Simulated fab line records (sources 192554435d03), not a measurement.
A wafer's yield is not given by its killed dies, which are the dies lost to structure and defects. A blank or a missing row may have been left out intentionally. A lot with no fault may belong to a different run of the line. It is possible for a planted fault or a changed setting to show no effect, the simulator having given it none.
Split-lot experiment | flow n5_finfet | 21 wafers read from 7 lots, route of 1938 steps

## ON THE SPLIT
At N5_BEOL_M1_ETCH_70 (etches SOC in N2/H2, target depth 80 nm, overetch 16 nm, time 120 s), the setting time_s was moved away from the recipe's 120 s on 9 of the 21 wafers read, by -10.3% to +16.8%. All remaining wafers had this setting at the recipe value.

The split's own step is where the reading is taken.

## THE READING
SiARC_of_BEOL_M1_COAT_68.thk_nm (the simulator's own value, which no gauge read), in nm, at N5_BEOL_M1_ETCH_70 (etches SOC in N2/H2, target depth 80 nm, overetch 16 nm, time 120 s). No usual value for it is given in the file. Here, 12 wafers ran the recipe; their average is 6.4 nm with a standard deviation of 0.24 nm.

wafer  | tool, chamber at the split | time_s as run, s | against the recipe | SiARC_of_BEOL_M1_COAT_68.thk_nm, nm | against lot-mates on the recipe
L075.2 | rie_diel-03, 3             | 120              | recipe             | 6.8                                 | -
L075.4 | rie_diel-03, 2             | 120              | recipe             | 6.4                                 | -
L075.6 | rie_diel-03, 3             | 140.1            | +16.8%             | 5.8                                 | -0.8
L085.2 | rie_diel-02, 0             | 120              | recipe             | 6.2                                 | -
L085.3 | rie_diel-02, 2             | 110.3            | -8.1%              | 6.8                                 | +0.6
L085.5 | rie_diel-02, 2             | 110.3            | -8.1%              | 7                                   | +0.8
L087.1 | rie_diel-04, 1             | 110.8            | -7.7%              | 7                                   | +0.3
L087.2 | rie_diel-04, 3             | 120              | recipe             | 6.4                                 | -
L087.3 | rie_diel-04, 0             | 120              | recipe             | 7                                   | -
L092.2 | rie_diel-03, 2             | 129.5            | +7.9%              | 6                                   | -0.4
L092.5 | rie_diel-03, 2             | 120              | recipe             | 6.4                                 | -
L092.6 | rie_diel-03, 1             | 129.5            | +7.9%              | 5.8                                 | -0.6
L093.1 | rie_diel-03, 0             | 138.1            | +15.1%             | 5.2                                 | -1.0
L093.4 | rie_diel-03, 1             | 138.1            | +15.1%             | 5.6                                 | -0.6
L093.6 | rie_diel-03, 0             | 120              | recipe             | 6.2                                 | -
L094.2 | rie_diel-02, 1             | 120              | recipe             | 6.2                                 | -
L094.4 | rie_diel-02, 2             | 120              | recipe             | 6.6                                 | -
L094.6 | rie_diel-02, 1             | 120              | recipe             | 6.4                                 | -
L097.1 | rie_diel-03, 1             | 120              | recipe             | 6.4                                 | -
L097.2 | rie_diel-03, 0             | 120              | recipe             | 6.2                                 | -
L097.4 | rie_diel-03, 2             | 107.6            | -10.3%             | 7                                   | +0.7

THE FIT
A straight line over all 21 wafers: SiARC_of_BEOL_M1_COAT_68.thk_nm changes by -0.0587 nm for each +1% of time_s; r = -0.89; the points scatter about the line by 0.23 nm.
The same after taking each lot's own level away (the mean of its wafers on the recipe; 21 wafers): -0.0581 nm for each +1%; r = -0.92; scatter 0.18 nm.
Per that fit: largest time_s move, reading shift of 0.97 nm.
The lots' own levels span 6.20 to 6.70 nm, that is 2.1 times the standard deviation above.
So the lot-to-lot level changes the slope little: the two slopes agree.
Check: with one of the wafers moved furthest among these (+16.8%) left out of the fit, the line predicts -0.991 nm for it against its lot-mates. Against them it came out at -0.8 nm.

## THESE WAFERS: OTHER SPLITS
Before the reading, these wafers also passed through other splits. Each is held against what the fit with the lots' levels taken away leaves over:
other split on the same wafers    | wafers away from the commonest value | r with SiARC_of_BEOL_M1_COAT_68.thk_nm (lot level and that fit taken away)
N5_BEOL_M0_SAQP_HM_DEP_111 time_s | 8                                    | +0.14
N5_BEOL_M0_SAQP_COAT_105 spin_rpm | 7                                    | -0.04
N5_BEOL_M1_ILD_DEP_00 time_s      | 9                                    | -0.09
N5_BEOL_M1_COAT_61 spin_rpm       | 4                                    | -0.46

## THE FILE'S OWN FIT
SiARC_of_BEOL_M1_COAT_68.thk_nm changes by -0.0557 nm for each +1% of time_s, r = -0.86.
